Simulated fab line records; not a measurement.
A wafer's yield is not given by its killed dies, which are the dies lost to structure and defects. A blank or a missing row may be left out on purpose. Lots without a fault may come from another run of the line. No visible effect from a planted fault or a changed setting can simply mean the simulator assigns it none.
Struck lot and sound lot, side by side ; flow n5Finfet ; 22 steps out of a route of 1938
Sound: wafers L738.1, L738.2, L738.6. Wafers L734.2, L734.3, L734.6 were the ones struck. The cause comes at the end.
Order at every step that has rows: each side's tool, ch and its chambers, its first start. Under that, the readings that differ: sound wafers ; struck wafers ; difference of the means ; sigmas: that difference in standard deviations of wafers without a fault.
alike: same words and numbers on both sides, and readings whose means sit less than 2 such deviations apart. not compared: any withheld reading, any reading some wafer has no value for, any bound like >300 that may hide the same value, and any number with overlapping values for which the record gives no deviation.
A row with sigmas, a row that says differs or no value, or rows on one side alone: a step with any of these is where the two part. When numbers do not overlap yet have no deviation, they are printed without sigmas and do not part them. Lack of a reading on every wafer of one side parts them only where that side has two or more wafers.

first, 7 steps without rows for these wafers: N5_BEOL_M3_COAT_73 (time 60 s, resist thk 5 nm); N5_BEOL_M3_COAT_05 (resist thk 30 nm); N5_BEOL_M3_EBR_07; N5_BEOL_M3_SOFTBAKE_06 (time 60 s); N5_BEOL_M3_EXPOSE_08 (exposes mask M3); N5_BEOL_M3_PEB_09 (peb time 60 s); N5_BEOL_M3_DEVELOP_10 (develop time 30 s).
N5_BEOL_M3_CD_MEAS_11 targets a cd of 17.05 nm.
  sound on cdSem-03 ch 0, day 12 09:29; struck on cdSem-03 ch 0, day 11 07:20
  alike: cdNm
N5_BEOL_M3_OVL_MEAS_12:
  sound on overlay-01 ch 0, day 12 09:31; struck on overlay-02 ch 0, day 11 07:22
  alike: M3_OVL
N5_BEOL_M3_INSPECT_13: inspects for defects (brightfield).
  sound on defectInspect-01 at day 12 09:34; struck on defectInspect-01 at day 11 07:25
  alike: rawDefectCount
N5_BEOL_M3_DESCUM_16: chemistry O2, time 7 s.
  sound on rieDiel-04 ch 1,2, day 12 09:45; struck on rieDiel-05 ch 1,3, day 11 07:28
  alike: drypumpMotorCurrentA, oesProductAu, rfVppV, showerheadPlenumPTorr, throttleValvePct
  not compared: rfHoursCounterH
N5_BEOL_M3_ETCH_74: etches underlayer in N2/H2, target depth 6.5 nm, time 5.2 s.
  sound on rieDiel-04 ch 1,2, day 12 09:47; struck on rieDiel-05 ch 1,3, day 11 07:29
  alike: biasW, chamberPressureMTorr, drypumpMotorCurrentA, etchRfOnTimeS, oesProductAu, rfVppV, showerheadPlenumPTorr, throttleValvePct
  not compared: rfHoursCounterH
N5_BEOL_M3_ETCH_63: etches SiARC in CF4, target depth 15.6 nm, time 26 s.
  sound on rieDiel-04 ch 1,2, day 12 09:48; struck on rieDiel-05 ch 1,3, day 11 07:31
  no value came back on the struck wafers for any of 9 readings (biasW (W), cf4FlowSccm (sccm) and others); on the sound wafers biasW (W) reads 35.80 35.92 35.78
reading;sound;struck;difference;sigmas
model.CAR-EUV_of_BEOL_M3_COAT_05.thkNm (nm);10.8 11.2 10.8;20.2 20.2 20.2;+9.3;
  not compared: rfHoursCounterH
N5_BEOL_M3_ETCH_64: etches SOC in N2/H2, target depth 75 nm, overetch 15 nm, time 112.5 s.
  sound on rieDiel-04 ch 1,2, day 12 09:50; struck on rieDiel-05 ch 1,3, day 11 07:32
reading;sound;struck;difference;sigmas
oesProductAu (a.u.);0.62 0.80 0.62;0.36 0.25 0.37;-0.35;-5
  alike: biasW, chamberPressureMTorr, drypumpMotorCurrentA, rfVppV, showerheadPlenumPTorr, throttleValvePct
  not compared: rfHoursCounterH
then, 2 steps without rows for these wafers: N5_BEOL_M3_STRIP_65 (strips in N2/H2); N5_BEOL_M3_STRIP_75 (strips in N2/H2).
N5_BEOL_M3_STRIP_66: strips in CF4.
  sound on rieDiel-04 ch 1,2, day 12 09:58; struck on rieDiel-05 ch 1,3, day 11 07:40
  alike: drypumpMotorCurrentA, oesProductAu, rfVppV, showerheadPlenumPTorr, throttleValvePct
  not compared: rfHoursCounterH
N5_BEOL_M3_HM_OPEN_17: chemistry Cl2/BCl3, target TiN, target depth 20 nm, overetch 6 nm.
  sound on rieMetal-03 ch 0,1, day 12 10:00; struck on rieMetal-03 ch 0,1, day 11 07:42
reading;sound;struck;difference;sigmas
oesProductAu (a.u.);0.64 0.75 0.76;0.33 0.33 0.28;-0.40;-5
throttleValvePct (%);22.03 21.90 21.90;22.56 22.55 22.65;+0.64;+4
  alike: drypumpMotorCurrentA, mfcArSccm
  not compared: rfHoursCounterH
N5_BEOL_M3_STRIP_19: strips in O2.
  sound on rieDiel-05 ch 0,1,2, day 12 10:07; struck on rieDiel-02 ch 0,1,3, day 11 07:49
  alike: drypumpMotorCurrentA, oesProductAu, rfVppV, showerheadPlenumPTorr, throttleValvePct
  not compared: rfHoursCounterH
N5_BEOL_M3_CD_MEAS_18: pitch 36 nm, target cd 18 nm.
  sound on cdSem-02 at day 12 10:11; struck on cdSem-03 at day 11 07:53
reading;sound;struck;difference;sigmas
cdNm (nm);18.1 17.6 17.9;- - -;no value on the struck wafers;
then, 1 step without rows for these wafers: N5_BEOL_M3_COAT_67 (time 60 s, resist thk 60 nm).
N5_BEOL_M4_RC_MEAS_101:
  the record has rows for the sound wafers here (prober-02 ch 0, day 15 04:29) and none for the struck ones

== WHERE THEY PART ==
Last at N5_BEOL_M4_RC_MEAS_101 as far as this record goes, first at N5_BEOL_M3_ETCH_63.

WHY: whatever the simulator had introduced
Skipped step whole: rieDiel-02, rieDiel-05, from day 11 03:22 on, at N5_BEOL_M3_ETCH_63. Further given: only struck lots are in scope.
